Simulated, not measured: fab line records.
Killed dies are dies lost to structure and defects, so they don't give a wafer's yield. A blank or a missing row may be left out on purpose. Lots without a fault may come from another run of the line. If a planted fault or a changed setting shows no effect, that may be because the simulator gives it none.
A lot that was struck, set against a sound lot	flow n5 finfet	19 out of 1938 route steps
Sound: wafers L215.1, L215.2, L215.3. The struck wafers were L229.2, L229.3, L229.4. At the end, the cause is stated.
Order at every step that has rows: each side's tool, ch and its chambers, its first start. Under that, the readings that differ: sound wafers	struck wafers	difference of the means	sigmas: that difference in standard deviations of wafers without a fault.
alike: words and numbers the same on both sides, and readings whose means are apart by under 2 such deviations; not compared: readings that were withheld, readings missing a value for some wafer, numbers with overlapping values and no deviation given by the record, and bounds like >300 which may hide the same value.
The two part at a step that has a row with sigmas, a row that says differs or no value, or rows on one side only. Numbers that don't overlap but have no deviation are shown without sigmas and don't part them. A reading missing from all wafers of one side parts the sides only when that side holds two or more wafers.

N5_BEOL_M12_CMP_49: polishes, stops on SiOC, t overpolish 20.6 s, target thk 320 nm.
  sound on cmp-02 ch 0,2,3, day 11 07:59; struck on cmp-04 ch 0,1,3, day 15 16:34
  alike: barrier field endpoint s, clearing platen down force psi, motor current A, overpolish run s, retaining ring pressure frac
N5_BEOL_M12_THK_MEAS_50: measures by xrf.
  sound on film metro-02 at day 11 08:17; struck on film metro-02 at day 15 16:52
reading	sound	struck	difference	sigmas
M12_THK (nm)	333 323 333	313 326 318	-11	-2
then, 1 step without rows for these wafers: N5_BEOL_M12_PRE_CLEAN_52 (time 15 s).
N5_BEOL_M12_DEP_53: deposits SiCN from 3MS/NH3, target thk 30 nm, time 10.5 s.
  sound on pecvd-04 ch 0,1,2, day 11 08:20; struck on pecvd-01 ch 1,2, day 15 16:56
  alike: showerhead plenum p Torr, throttle valve pct
N5_BEOL_M12_RS_MEAS_54: measures by four-point-probe.
  sound on film metro-02 at day 11 08:24; struck on film metro-02 at day 15 16:59
  alike: M12_RS
N5_BEOL_M12_INSPECT_55: inspects for defects (darkfield).
  sound on defect inspect-02 at day 11 08:26; struck on defect inspect-01 at day 15 17:01
reading	sound	struck	difference	sigmas
raw defect count	113 239 154	51 31 60	-121	-4
N5_BEOL_M13_ILD_DEP_00: deposits SiOC from DEMS/O2, target thk 837.92 nm, time 166.4 s.
  sound on pecvd-01 ch 0,1,2, day 11 08:28; struck on pecvd-01 ch 0,1, day 15 17:04
  alike: heater power w, showerhead plenum p Torr, throttle valve pct
N5_BEOL_M13_THK_MEAS_01:
  sound on film metro-01 at day 11 08:37; struck on film metro-02 at day 15 17:13
  alike: M13_ILD_THK
then, 4 steps without rows for these wafers: N5_BEOL_M13_COAT_58 (time 60 s, resist thk 89 nm); N5_BEOL_M13_COAT_04 (resist thk 400 nm); N5_BEOL_M13_EBR_06; N5_BEOL_M13_SOFTBAKE_05 (time 60 s).
N5_BEOL_M13_EXPOSE_07: exposes mask V12.
  sound on krf scanner-01 ch 0, day 11 08:45; struck on krf scanner-01 ch 0, day 15 17:28
reading	sound	struck	difference	sigmas
exposure dose mJ cm2	24.775 24.757 24.769	22.037 22.074 22.070	-2.707	-99 or more
  alike: mask, focus offset nm
then, 3 steps without rows for these wafers: N5_BEOL_M13_PEB_08 (peb time 90 s); N5_BEOL_M13_DEVELOP_09 (develop time 45 s); N5_BEOL_M13_HARDBAKE_14 (time 120 s).
N5_BEOL_M13_CD_MEAS_10: target cd 190 nm.
  sound on cd sem-02 ch 0, day 11 08:55; struck on cd sem-01 ch 0, day 15 17:38
reading	sound	struck	difference	sigmas
cd nm (nm)	191.3 190.4 191.0	181.0 176.5 179.3	-12.0	-7
N5_BEOL_M13_OVL_MEAS_11:
  sound on overlay-01 ch 0, day 11 08:58; struck on overlay-02 ch 0, day 15 17:40
reading	sound	struck	difference	sigmas
V12_OVL (nm)	12 0 16	-8 -9 -10	-18	-3
N5_PASSIVATION_PROBE_49:
  the record has rows for the struck wafers here (prober-01, day 17 04:42) and none for the sound ones

WHERE THEY PART
Last at N5_PASSIVATION_PROBE_49 as far as this record goes, first at N5_BEOL_M12_THK_MEAS_50.

WHY: the cause the simulator had injected
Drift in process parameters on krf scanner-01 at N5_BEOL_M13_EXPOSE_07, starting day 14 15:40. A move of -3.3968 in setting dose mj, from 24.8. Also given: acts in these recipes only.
